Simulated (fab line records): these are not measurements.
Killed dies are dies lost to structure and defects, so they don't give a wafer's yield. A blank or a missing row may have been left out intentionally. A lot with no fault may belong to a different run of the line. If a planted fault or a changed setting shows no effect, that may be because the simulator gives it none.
fab line records	flow nand_harc
record: lots: 24	wafers: 72	last_day: 33
route steps=1302 shown A_CONTACT@1055 A_BLC@1123
lots with no fault: from the same line, run without faults
start_h: start of the lot's first displayed wafer, in hours after the record's first day	wait_h: how many hours have passed since the lot's step before this one	" the same as in the row above	L1.1+2: a row that stands for several wafers	- value missing, or start not given	* or withheld: withheld	< > ~ a bound
route shown NAME@n: a module of which the file shows steps, and the number in the route of the first	usual: mean/standard deviation taken from wafers without a fault	same: alike in all rows	chamber/n: place in a boat	sites: each site's reading	_std_site: their standard deviation	_edge_site: the outer-site mean with the inner-site mean subtracted	radius_mm: for every site, how far away it sits from the centre of the wafer	mask NAME#n: copy n	behind: the tool/chamber that last shaped the wafer	hold: cause of the lot's hold/its duration in hours/its outcome	device: the transistor (n, p or np) that didn't switch	end of line: tests of these same wafers at the route's end	a step given without rows: its recipe and nothing more	killed: at the first sort, the dies lost to defects and structure; wafer yield is something else	map: per-die view of a wafer (x killed, . not killed, _ where there is no die)
set.NAME: the run value of the setting; set.NAME@STEP: its run value at that earlier step	model.NAME: the simulator's own value behind a step, which no gauge read
the route's steps for a sample of lots (tables are steps, rows are wafers)
services: a tool's chamber out of use, with start hour (start_h, from the record's first day; less than 0 if before it), hours out, and reason
== steps ==
step: NHARC_A_CONTACT_ETCH_132
recipe: source_w: withheld	pressure_mtorr: 20	bias_v: 3000	time_s: 197	target_depth_a: 19240	ar_flow_sccm: withheld	c4f8_flow_sccm: withheld	o2_flow_sccm: withheld	chemistry: C4F8/O2/Ar
lot.wafer	tool	chamber	start_h	wait_h	rf_hours_counter_h
L075.2	har_cap_etch-03	0	487.07	0.2	42
L075.1	"	1	"	"	42
L075.3	"	1	"	"	-
L076.1	har_cap_etch-02	0	498.29	0.1	90
L076.3	"	0	"	"	-
L076.5	"	0	"	"	-
L077.3	har_cap_etch-03	0	499.65	0.1	-
L077.6	"	1	"	"	-
L077.5	"	0	"	"	-
L074.3	har_cap_etch-02	1	501.49	0.1	-
L074.4	"	0	"	"	-
L074.5	"	0	"	"	-
L078.2	har_cap_etch-03	0	530.41	0.2	53
L078.1	"	1	"	"	53
L078.5	"	0	"	"	-
L080.3	har_cap_etch-01	1	532.00	0.3	-
L080.6	"	0	"	"	-
L080.5	"	1	"	"	-
L079.1	har_cap_etch-02	1	534.40	0.1	97
L079.3	"	0	"	"	-
L079.6	"	1	"	"	-
L081.1	har_cap_etch-02	1	561.83	0.1	100
L081.4	"	1	"	"	-
L081.6	"	1	"	"	-
L082.2	har_cap_etch-03	1	563.02	0.1	58
L082.3	"	0	"	"	-
L082.4	"	1	"	"	-
L083.1	har_cap_etch-03	0	578.14	0.1	62
L083.2	"	1	"	"	62
L083.6	"	1	"	"	-
L084.1	har_cap_etch-02	0	579.28	0.1	105
L084.2	"	1	"	"	105
L084.4	"	0	"	"	-
L085.2	har_cap_etch-03	1	582.05	0.1	64
L085.4	"	1	"	"	-
L085.6	"	1	"	"	-
L086.2	har_cap_etch-01	0	593.48	0.1	23
L086.1	"	1	"	"	23
L086.6	"	1	"	"	-
L087.1	har_cap_etch-03	1	598.18	0.1	67
L087.2	"	0	"	"	67
L087.5	"	1	"	"	-
L088.4	har_cap_etch-03	0	618.43	0.1	-
L088.3	"	1	"	"	-
L088.5	"	0	"	"	-
L089.1	har_cap_etch-01	1	625.04	0.1	28
L089.4	"	0	"	"	-
L089.5	"	0	"	"	-
L090.1	har_cap_etch-01	0	634.58	0.1	30
L090.2	"	1	"	"	30
L090.5	"	0	"	"	-
L091.1	har_cap_etch-02	1	639.68	0.1	117
L091.5	"	0	"	"	-
L091.6	"	1	"	"	-
L093.2	har_cap_etch-03	1	653.40	0.1	77
L093.5	"	1	"	"	-
L093.6	"	0	"	"	-
L092.1	har_cap_etch-01	1	655.39	0.1	34
L092.2	"	0	"	"	34
L092.5	"	0	"	"	-
L095.2	har_cap_etch-03	0	686.10	0.1	80
L095.3	"	0	"	"	-
L095.6	"	0	"	"	-
L094.2	har_cap_etch-01	1	687.15	0.1	38
L094.1	"	0	"	"	38
L094.6	"	1	"	"	-
L097.1	har_cap_etch-02	1	710.05	0.1	128
L097.3	"	1	"	"	-
L097.6	"	1	"	"	-
L096.1	har_cap_etch-01	0	715.18	0.2	44
L096.3	"	0	"	"	-
L096.4	"	1	"	"	-
step: NHARC_A_CONTACT_ETCH_97
recipe: target_depth_a: 200	over_etch_frac: 0.5	time_s: 10	ion_energy_ev: 250	c4f6_flow_sccm: 25	o2_flow_sccm: 20	ar_flow_sccm: 500	rf_w: 600	bias_w: 500	chemistry: C4F6/O2
usual: drypump_motor_current_A: 5.7/0.36	oes_product_au: 0.957/0.024	rf_vpp_V: 547/4.3	showerhead_plenum_p_Torr: 3.95/0.2	throttle_valve_pct: 26.903/0.0089
lot.wafer	tool	chamber	start_h	wait_h	drypump_motor_current_A	oes_product_au	rf_hours_counter_h	rf_vpp_V	showerhead_plenum_p_Torr	throttle_valve_pct
L075.2	rie_diel-03	2	-	-	5.0	1.001	12	550	4.13	26.923
L075.1	"	3	"	"	6.1	0.997	14	553	4.22	26.893
L075.3	"	0	"	"	5.2	0.991	14	543	3.77	26.892
L076.3	rie_diel-07	3	-	-	5.5	0.933	9	543	3.68	26.890
L076.1	"	0	"	"	5.9	0.937	10	553	4.22	26.899
L076.5	"	2	"	"	6.0	0.955	-	545	3.85	26.896
L077.3	rie_diel-07	3	-	-	5.6	0.945	9	542	3.68	26.905
L077.6	"	0	"	"	6.0	0.949	-	553	4.22	26.902
L077.5	"	1	"	"	5.9	0.943	-	546	3.91	26.898
L074.3	rie_diel-07	3	-	-	5.6	0.948	9	541	3.68	26.890
L074.4	"	0	"	"	6.0	0.949	10	553	4.22	26.893
L074.5	"	2	"	"	6.0	0.944	-	546	3.85	26.907
L078.2	rie_diel-03	3	-	-	6.1	1.000	31	552	4.21	26.911
L078.1	"	1	"	"	5.9	1.003	29	541	3.72	26.892
L078.5	"	2	"	"	5.0	1.017	-	552	4.12	26.890
L080.3	rie_diel-03	3	-	-	6.1	0.932	31	552	4.21	26.901
L080.5	"	3	"	"	6.1	0.939	-	553	4.21	26.889
L080.6	"	0	"	"	5.2	0.942	-	544	3.76	26.901
L079.1	rie_diel-07	1	-	-	5.9	0.950	14	549	3.91	26.911
L079.3	"	0	"	"	6.0	0.935	16	554	4.22	26.906
L079.6	"	1	"	"	5.9	0.950	-	546	3.91	26.906
L081.1	rie_diel-03	1	-	-	5.9	0.939	38	543	3.71	26.907
L081.4	"	0	"	"	5.2	0.936	41	544	3.76	26.898
L081.6	"	1	"	"	5.9	0.943	-	542	3.71	26.920
L082.2	rie_diel-07	3	-	-	5.6	0.960	22	541	3.67	26.905
L082.3	"	0	"	"	5.9	0.943	22	552	4.21	26.899
L082.4	"	2	"	"	6.0	0.952	20	545	3.85	26.897
L083.2	rie_diel-03	1	-	-	5.9	0.954	43	541	3.71	26.919
L083.1	"	2	"	"	5.0	0.962	40	551	4.11	26.904
L083.6	"	0	"	"	5.2	0.956	-	543	3.76	26.909
L084.4	rie_diel-03	1	-	-	5.9	0.947	43	542	3.71	26.898
L084.1	"	2	"	"	5.0	0.954	41	551	4.11	26.893
L084.2	"	0	"	"	5.2	0.951	46	544	3.76	26.914
L085.2	rie_diel-07	3	-	-	5.6	0.972	26	541	3.67	26.909
L085.4	"	2	"	"	6.0	0.965	23	546	3.84	26.914
L085.6	"	0	"	"	5.9	0.962	-	552	4.21	26.888
L086.2	rie_diel-07	0	-	-	6.0	1.005	28	553	4.21	26.920
L086.1	"	2	"	"	6.0	1.005	25	545	3.84	26.906
L086.6	"	1	"	"	5.9	1.008	-	547	3.90	26.909
L087.1	rie_diel-05	1	-	-	5.4	0.962	13	546	3.95	26.897
L087.2	"	3	"	"	5.2	0.945	7	551	4.12	26.908
L087.5	"	0	"	"	6.3	0.948	-	552	4.18	26.911
L088.3	rie_diel-07	2	-	-	6.0	0.951	29	544	3.84	26.896
L088.4	"	3	"	"	5.6	0.939	33	540	3.66	26.901
L088.5	"	2	"	"	6.0	0.947	-	546	3.84	26.916
L089.1	rie_diel-03	2	-	-	5.0	0.942	1	551	4.11	26.908
L089.4	"	3	"	"	6.1	0.943	1	553	4.19	26.904
L089.5	"	1	"	"	5.9	0.934	-	544	3.70	26.910
L090.1	rie_diel-07	2	-	-	6.0	0.991	0	545	3.84	26.906
L090.2	"	3	"	"	5.6	0.991	0	540	3.66	26.890
L090.5	"	3	"	"	5.6	1.012	-	541	3.66	26.903
L091.1	rie_diel-05	3	-	-	5.2	0.958	20	553	4.11	26.904
L091.6	"	0	"	"	6.3	0.953	-	553	4.17	26.894
L091.5	"	1	"	"	5.4	0.959	-	549	3.95	26.918
L093.2	rie_diel-05	0	-	-	6.3	0.987	30	552	4.17	26.896
L093.5	"	1	"	"	5.4	1.003	-	547	3.94	26.899
L093.6	"	2	"	"	6.1	1.006	-	555	4.21	26.895
L092.1	rie_diel-07	0	-	-	5.9	0.944	4	552	4.20	26.883
L092.2	"	3	"	"	5.6	0.949	4	540	3.66	26.908
L092.5	"	0	"	"	5.9	0.946	-	552	4.20	26.895
L095.2	rie_diel-07	3	-	-	5.5	0.946	9	542	3.66	26.890
L095.3	"	1	"	"	5.9	0.930	6	546	3.90	26.908
L095.6	"	0	"	"	5.9	0.936	-	554	4.20	26.897
L094.2	rie_diel-07	0	-	-	5.9	0.929	7	553	4.20	26.896
L094.1	"	1	"	"	5.9	0.933	6	545	3.90	26.903
L094.6	"	0	"	"	5.9	0.936	-	552	4.20	26.897
L097.3	rie_diel-07	3	-	-	5.6	0.945	13	541	3.65	26.901
L097.1	"	0	"	"	5.9	0.939	11	552	4.20	26.896
L097.6	"	2	"	"	6.0	0.946	-	546	3.83	26.897
L096.3	rie_diel-03	1	-	-	5.9	0.938	39	541	3.68	26.895
L096.4	"	2	"	"	5.0	0.919	40	550	4.08	26.924
L096.1	"	3	"	"	6.1	0.948	33	554	4.17	26.908
step: NHARC_A_CONTACT_DEP_84
recipe: target_thk_a: 28000	temp_c: 400	material: aC
usual: throttle_valve_pct: 35.000/0.0093
lot.wafer	tool	chamber	start_h	wait_h	throttle_valve_pct
L075.1	acl_dep-01	0	489.43	-	34.999
L075.2	"	0	"	"	35.007
L075.3	"	0	"	"	35.010
L076.1	acl_dep-01	0	500.38	-	34.981
L076.3	"	0	"	"	34.998
L076.5	"	0	"	"	35.004
L077.3	acl_dep-02	0	502.27	-	35.006
L077.5	"	0	"	"	35.004
L077.6	"	0	"	"	34.995
L074.3	acl_dep-03	0	504.14	-	35.000
L074.4	"	0	"	"	35.001
L074.5	"	0	"	"	34.996
L078.1	acl_dep-03	0	532.74	-	35.004
L078.2	"	0	"	"	35.010
L078.5	"	0	"	"	34.997
L080.3	acl_dep-02	0	535.88	-	35.013
L080.5	"	0	"	"	35.004
L080.6	"	0	"	"	34.987
L079.1	acl_dep-02	0	537.03	-	34.999
L079.3	"	0	"	"	34.981
L079.6	"	0	"	"	34.998
L081.1	acl_dep-02	0	568.40	-	34.989
L081.4	"	0	"	"	35.002
L081.6	"	0	"	"	35.013
L082.2	acl_dep-03	0	569.22	-	34.979
L082.3	"	0	"	"	34.997
L082.4	"	0	"	"	34.993
L083.1	acl_dep-01	0	584.61	-	34.992
L083.2	"	0	"	"	35.016
L083.6	"	0	586.06	-	34.992
L084.1	acl_dep-03	0	585.83	-	34.995
L084.2	"	0	"	"	34.996
L084.4	"	0	"	"	35.003
L085.2	acl_dep-03	0	589.64	-	34.997
L085.4	"	0	"	"	35.018
L085.6	"	0	"	"	34.989
L086.1	acl_dep-02	0	595.61	-	34.983
L086.2	"	0	"	"	34.997
L086.6	"	0	597.05	-	35.008
L087.1	acl_dep-03	0	602.75	-	35.009
L087.2	"	0	"	"	35.011
L087.5	"	0	"	"	35.009
L088.3	acl_dep-01	0	621.72	-	34.992
L088.4	"	0	"	"	34.995
L088.5	"	0	"	"	34.992
L089.1	acl_dep-01	0	630.62	-	35.011
L089.4	"	0	"	"	35.008
L089.5	"	0	"	"	35.012
L090.1	acl_dep-01	0	638.77	-	35.004
L090.2	"	0	"	"	35.002
L090.5	"	0	"	"	35.016
L091.1	acl_dep-02	0	641.97	-	35.003
L091.5	"	0	643.09	-	35.006
L091.6	"	0	"	"	34.990
L093.2	acl_dep-01	0	658.41	-	35.003
L093.5	"	0	"	"	35.007
L093.6	"	0	"	"	35.001
L092.1	acl_dep-02	0	658.88	-	34.991
L092.2	"	0	"	"	34.986
L092.5	"	0	"	"	34.993
L095.2	acl_dep-01	0	688.49	-	34.998
L095.3	"	0	"	"	35.002
L095.6	"	0	"	"	35.003
L094.1	acl_dep-02	0	689.29	-	35.000
L094.2	"	0	"	"	35.004
L094.6	"	0	690.73	-	34.981
L097.1	acl_dep-02	0	713.31	-	34.999
L097.3	"	0	"	"	35.006
L097.6	"	0	"	"	35.005
L096.1	acl_dep-02	0	718.95	-	35.005
L096.3	"	0	"	"	35.013
L096.4	"	0	"	"	35.003
step: NHARC_A_CONTACT_CD_MEAS_08
recipe: target_cd_nm: 200	landing_energy_ev: 500
usual: cd_nm: 199.9/0.45
lot.wafer	tool	chamber	start_h	wait_h	cd_nm
L075.1	cd_sem-02	0	491.87	-	199.5
L075.2	"	0	"	"	200.1
L075.3	"	0	"	"	199.9
L076.1	cd_sem-03	0	502.86	-	199.6
L076.3	"	0	"	"	199.6
L076.5	"	0	"	"	200.1
L077.3	cd_sem-02	0	504.03	-	199.2
L077.5	"	0	"	"	199.5
L077.6	"	0	"	"	199.0
L074.3	cd_sem-03	0	506.04	-	200.2
L074.4	"	0	"	"	200.3
L074.5	"	0	"	"	200.0
L078.1	cd_sem-02	0	535.20	-	199.8
L078.2	"	0	"	"	200.5
L078.5	"	0	"	"	200.3
L080.3	cd_sem-02	0	537.78	-	200.0
L080.5	"	0	"	"	200.0
L080.6	"	0	"	"	199.2
L079.1	cd_sem-03	0	539.34	-	200.5
L079.3	"	0	"	"	200.1
L079.6	"	0	"	"	199.4
L081.1	cd_sem-02	0	570.85	-	200.3
L081.4	"	0	"	"	200.7
L081.6	"	0	"	"	200.3
L082.2	cd_sem-03	0	571.29	-	199.5
L082.3	"	0	"	"	199.7
L082.4	"	0	"	"	200.0
L083.1	cd_sem-01	0	586.96	-	199.2
L083.2	"	0	"	"	199.2
L083.6	"	0	"	"	199.4
L084.1	cd_sem-03	0	588.28	-	200.1
L084.2	"	0	"	"	200.0
L084.4	"	0	"	"	199.8
L085.2	cd_sem-02	0	591.83	-	200.1
L085.4	"	0	"	"	199.8
L085.6	"	0	"	"	199.5
L086.1	cd_sem-02	0	598.08	-	200.6
L086.2	"	0	"	"	200.7
L086.6	"	0	"	"	200.2
L087.1	cd_sem-02	0	605.07	-	200.2
L087.2	"	0	"	"	200.5
L087.5	"	0	"	"	199.7
L088.3	cd_sem-01	0	623.65	-	199.5
L088.4	"	0	"	"	199.5
L088.5	"	0	"	"	200.0
L089.1	cd_sem-03	0	632.96	-	200.4
L089.4	"	0	"	"	199.7
L089.5	"	0	"	"	199.9
L090.1	cd_sem-02	0	641.25	-	199.8
L090.2	"	0	"	"	199.9
L090.5	"	0	"	"	200.1
L091.1	cd_sem-03	0	644.42	-	200.0
L091.5	"	0	"	"	199.7
L091.6	"	0	"	"	199.9
L093.2	cd_sem-02	0	660.61	-	199.2
L093.5	"	0	"	"	199.7
L093.6	"	0	"	"	199.1
L092.1	cd_sem-01	0	661.35	-	199.6
L092.2	"	0	"	"	200.2
L092.5	"	0	"	"	200.7
L095.2	cd_sem-03	0	690.55	-	199.2
L095.3	"	0	"	"	199.5
L095.6	"	0	"	"	199.5
L094.1	cd_sem-02	0	691.63	-	199.9
L094.2	"	0	"	"	200.3
L094.6	"	0	"	"	199.3
L097.1	cd_sem-02	0	715.66	-	199.6
L097.3	"	0	"	"	199.5
L097.6	"	0	"	"	200.2
L096.1	cd_sem-01	0	721.28	-	199.2
L096.3	"	0	"	"	199.4
L096.4	"	0	"	"	199.1
step: NHARC_A_BLC_ETCH_18
recipe: target_depth_a: 9100	c4f8_flow_sccm: 20	o2_flow_sccm: 10	ar_flow_sccm: withheld	rf_w: 600	bias_w: 1500	chemistry: C4F8/O2/Ar
usual: oes_product_au: 0.953/0.022	rf_vpp_V: 976/5.5
lot.wafer	tool	chamber	start_h	wait_h	oes_product_au	rf_hours_counter_h	rf_vpp_V
L075.3	rie_diel-04	0	-	-	0.926	55	988
L075.2	"	1	"	"	0.925	52	976
L075.1	"	2	"	"	0.913	51	969
L076.3	rie_diel-13	0	-	-	0.982	1	971
L076.1	"	1	"	"	0.960	1	983
L076.5	"	3	"	"	0.977	-	970
L077.3	rie_diel-13	3	-	-	0.972	1	967
L077.5	"	3	"	"	0.978	-	969
L077.6	"	0	"	"	0.988	-	971
L074.4	rie_diel-13	1	-	-	0.950	1	984
L074.3	"	2	"	"	0.964	1	976
L074.5	"	0	"	"	0.962	-	973
L078.1	rie_diel-13	0	-	-	0.917	4	971
L078.2	"	2	"	"	0.965	4	979
L078.5	"	3	"	"	0.946	-	969
L080.3	rie_diel-09	3	-	-	0.950	4	983
L080.5	"	2	"	"	0.969	-	975
L080.6	"	3	"	"	0.956	-	981
L079.3	rie_diel-13	3	-	-	0.982	5	967
L079.1	"	0	"	"	0.962	5	972
L079.6	"	0	"	"	0.958	-	972
L081.1	rie_diel-13	3	-	-	0.923	9	970
L081.6	"	3	"	"	0.923	-	969
L081.4	"	0	"	"	0.927	-	972
L082.2	rie_diel-09	1	-	-	0.925	6	976
L082.4	"	2	"	"	0.920	6	975
L082.3	"	3	"	"	0.931	6	982
L083.2	rie_diel-04	0	-	-	0.920	22	988
L083.1	"	2	"	"	0.911	25	969
L083.6	"	0	"	"	0.920	-	987
L084.1	rie_diel-09	2	-	-	0.912	7	977
L084.2	"	3	"	"	0.915	6	982
L084.4	"	1	"	"	0.933	7	977
L085.4	rie_diel-09	1	-	-	0.966	8	974
L085.2	"	3	"	"	0.971	7	983
L085.6	"	1	"	"	0.970	-	974
L086.1	rie_diel-04	1	-	-	0.968	29	976
L086.2	"	3	"	"	0.981	30	969
L086.6	"	0	"	"	0.968	-	987
L087.1	rie_diel-09	1	-	-	0.973	9	975
L087.2	"	0	"	"	0.967	9	983
L087.5	"	1	"	"	0.980	-	976
L088.3	rie_diel-13	2	-	-	0.922	12	978
L088.4	"	3	"	"	0.921	14	968
L088.5	"	1	"	"	0.926	-	981
L089.4	rie_diel-13	2	-	-	0.983	13	977
L089.1	"	1	"	"	0.961	10	982
L089.5	"	3	"	"	0.971	-	967
L090.1	rie_diel-09	2	-	-	0.964	10	976
L090.2	"	3	"	"	0.945	10	983
L090.5	"	2	"	"	0.950	-	976
L091.1	rie_diel-13	0	-	-	0.940	14	971
L091.6	"	0	"	"	0.927	-	970
L091.5	"	2	"	"	0.940	-	978
L093.2	rie_diel-09	1	-	-	0.950	0	975
L093.5	"	1	"	"	0.972	-	976
L093.6	"	2	"	"	0.965	-	976
L092.2	rie_diel-13	1	-	-	0.923	13	983
L092.1	"	0	"	"	0.939	16	970
L092.5	"	2	"	"	0.935	-	978
L095.3	rie_diel-09	3	-	-	0.968	1	981
L095.2	"	0	"	"	0.956	2	981
L095.6	"	2	"	"	0.967	-	973
L094.2	rie_diel-04	3	-	-	0.968	1	991
L094.1	"	0	"	"	0.952	1	987
L094.6	"	1	"	"	0.978	-	976
L097.3	rie_diel-09	1	-	-	0.966	3	974
L097.1	"	2	"	"	0.969	3	975
L097.6	"	1	"	"	0.957	-	976
L096.4	rie_diel-13	3	-	-	0.967	3	968
L096.1	"	1	"	"	0.976	3	982
L096.3	"	2	"	"	0.968	3	978
step: NHARC_A_BLC_STRIP_21
recipe: o2_flow_sccm: 500	ar_flow_sccm: 0	bias_w: 0	chemistry: O2
usual: drypump_motor_current_A: 5.6/0.34	oes_product_au: 1.000/0.0078	rf_vpp_V: 57.7/0.88	showerhead_plenum_p_Torr: 3.49/0.13	throttle_valve_pct: 17.038/0.0092
lot.wafer	tool	chamber	start_h	wait_h	drypump_motor_current_A	oes_product_au	rf_hours_counter_h	rf_vpp_V	showerhead_plenum_p_Torr	throttle_valve_pct
L075.1	rie_diel-09	1	499.68	0.1	5.1	1.010	0	56.9	3.46	17.054
L075.3	"	3	"	"	5.7	0.990	1	57.0	3.63	17.029
L075.2	"	0	"	"	5.4	1.002	1	57.4	3.61	17.023
L076.3	rie_diel-09	3	510.74	0.1	5.7	0.996	1	56.1	3.63	17.027
L076.1	"	1	"	"	5.1	1.001	1	59.9	3.46	17.039
L076.5	"	3	"	"	5.7	0.986	-	57.8	3.63	17.042
L077.3	rie_diel-13	2	512.10	0.1	5.9	1.019	1	58.0	3.54	17.039
L077.5	"	1	"	"	5.2	1.014	-	57.1	3.65	17.039
L077.6	"	2	"	"	5.9	1.021	-	58.0	3.54	17.030
L074.4	rie_diel-09	0	513.63	0.1	5.4	0.995	1	57.4	3.61	17.039
L074.3	"	1	"	"	5.2	1.000	1	57.1	3.46	17.043
L074.5	"	2	"	"	5.2	0.988	-	58.0	3.46	17.023
L078.1	rie_diel-09	1	543.09	0.1	5.2	1.003	4	57.5	3.46	17.021
L078.2	"	2	"	"	5.3	0.992	4	58.0	3.46	17.045
L078.5	"	1	"	"	5.2	0.998	-	58.4	3.46	17.048
L080.3	rie_diel-09	3	546.04	0.1	5.7	0.996	4	56.8	3.63	17.052
L080.5	"	2	"	"	5.3	1.006	-	57.0	3.45	17.055
L080.6	"	3	"	"	5.7	0.998	-	59.5	3.63	17.035
L079.1	rie_diel-13	0	547.01	0.1	6.0	1.001	5	58.6	3.36	17.028
L079.3	"	1	"	"	5.3	0.991	4	57.4	3.65	17.040
L079.6	"	1	"	"	5.3	1.003	-	58.3	3.65	17.047
L081.1	rie_diel-13	2	578.96	0.1	5.9	1.009	8	58.4	3.53	17.049
L081.6	"	3	"	"	5.2	1.008	-	57.1	3.31	17.044
L081.4	"	2	"	"	5.9	1.012	-	57.8	3.53	17.030
L082.2	rie_diel-09	1	579.10	0.1	5.2	0.994	7	57.9	3.46	17.031
L082.3	"	3	"	"	5.7	0.997	6	57.3	3.63	17.036
L082.4	"	0	"	"	5.4	0.999	6	57.2	3.61	17.038
L083.1	rie_diel-04	0	594.69	0.1	6.0	1.007	22	57.9	3.76	17.047
L083.2	"	3	"	"	6.1	1.009	28	54.9	3.27	17.029
L083.6	"	1	"	"	6.0	1.003	-	58.2	3.47	17.040
L084.4	rie_diel-13	1	595.85	0.1	5.2	0.991	7	57.3	3.65	17.034
L084.1	"	2	"	"	5.9	1.001	10	58.3	3.53	17.028
L084.2	"	0	"	"	6.0	1.002	9	57.8	3.35	17.026
L085.4	rie_diel-13	1	599.61	0.1	5.3	0.992	8	59.0	3.64	17.064
L085.2	"	2	"	"	5.9	1.005	10	58.4	3.53	17.049
L085.6	"	1	"	"	5.3	0.998	-	57.1	3.64	17.044
L086.1	rie_diel-13	2	605.85	0.1	5.9	0.996	11	57.5	3.53	17.036
L086.2	"	3	"	"	5.2	0.991	12	59.4	3.31	17.051
L086.6	"	3	"	"	5.2	0.995	-	57.5	3.31	17.037
L087.2	rie_diel-13	1	613.48	0.1	5.3	1.001	8	59.0	3.64	17.025
L087.1	"	2	"	"	5.9	1.010	11	56.6	3.53	17.034
L087.5	"	0	"	"	6.0	1.004	-	56.2	3.35	17.028
L088.3	rie_diel-04	1	631.28	0.1	6.0	0.999	38	58.3	3.46	17.044
L088.4	"	0	"	"	5.9	0.987	33	58.3	3.75	17.055
L088.5	"	1	"	"	6.0	0.997	-	56.7	3.46	17.037
L089.1	rie_diel-09	3	640.97	0.1	5.6	1.000	9	57.2	3.62	17.039
L089.4	"	0	"	"	5.4	0.995	10	56.8	3.61	17.033
L089.5	"	2	"	"	5.3	0.993	-	57.4	3.45	17.046
L090.2	rie_diel-13	1	648.92	0.1	5.3	1.005	11	58.3	3.64	17.047
L090.1	"	0	"	"	6.0	0.998	14	56.8	3.35	17.034
L090.5	"	2	"	"	5.9	1.010	-	58.2	3.53	17.044
L091.1	rie_diel-13	2	652.54	0.1	5.9	1.004	14	56.2	3.53	17.026
L091.5	"	0	"	"	6.0	0.998	-	57.2	3.35	17.038
L091.6	"	2	"	"	5.9	0.999	-	56.5	3.53	17.037
L093.2	rie_diel-09	1	668.25	0.1	5.1	0.998	1	59.8	3.46	17.036
L093.6	"	0	"	"	5.5	0.997	-	58.5	3.61	17.033
L093.5	"	1	"	"	5.1	0.991	-	57.8	3.46	17.031
L092.2	rie_diel-09	0	669.12	0.1	5.4	0.995	1	58.1	3.61	17.034
L092.1	"	1	"	"	5.2	0.982	1	58.1	3.46	17.045
L092.5	"	3	"	"	5.7	1.005	-	58.4	3.62	17.040
L095.3	rie_diel-13	0	698.09	0.1	6.0	1.007	1	56.5	3.35	17.035
L095.2	"	1	"	"	5.3	0.995	1	59.4	3.64	17.035
L095.6	"	3	"	"	5.2	1.006	-	57.0	3.30	17.034
L094.2	rie_diel-09	3	699.29	0.1	5.7	0.997	1	58.0	3.62	17.031
L094.1	"	0	"	"	5.4	0.994	2	59.5	3.60	17.034
L094.6	"	3	"	"	5.7	0.998	-	57.0	3.62	17.023
L097.1	rie_diel-13	0	724.09	0.1	6.0	1.009	2	56.4	3.35	17.039
L097.3	"	2	"	"	5.9	1.009	3	57.8	3.53	17.040
L097.6	"	0	"	"	6.0	1.009	-	56.9	3.35	17.029
L096.3	rie_diel-04	1	728.95	0.1	6.0	1.008	13	56.8	3.45	17.039
L096.4	"	2	"	"	5.6	1.015	7	58.1	3.29	17.055
L096.1	"	3	"	"	6.1	1.003	13	57.3	3.80	17.042
== services ==
tool	chamber	start_h	hours	kind
har_cap_etch-01	-	473.00	17.0	pm
rie_diel-09	-	473.15	9.0	pm
rie_diel-09	1	490.66	7.6	repair
rie_diel-13	-	495.03	9.0	pm
rie_diel-09	-	497.77	1.2	repair
acl_dep-01	-	505.47	1.0	repair
rie_diel-04	-	508.16	9.0	pm
acl_dep-01	-	529.93	13.0	pm
rie_diel-09	-	536.62	0.5	repair
rie_diel-13	1	567.27	13.8	repair
acl_dep-02	-	582.57	13.0	pm
rie_diel-13	0	600.41	8.4	repair
rie_diel-03	3	607.91	3.9	repair
rie_diel-03	-	611.37	9.0	pm
rie_diel-13	2	622.40	2.1	repair
rie_diel-07	-	624.44	9.0	pm
rie_diel-13	3	627.44	1.7	repair
rie_diel-13	1	649.00	7.9	repair
rie_diel-09	-	650.15	9.0	pm
rie_diel-03	3	669.68	11.9	repair
rie_diel-09	3	671.76	6.7	repair
rie_diel-13	-	672.03	9.0	pm
acl_dep-01	-	712.67	13.0	pm
har_cap_etch-03	-	714.41	0.4	repair
== key ==
fault none
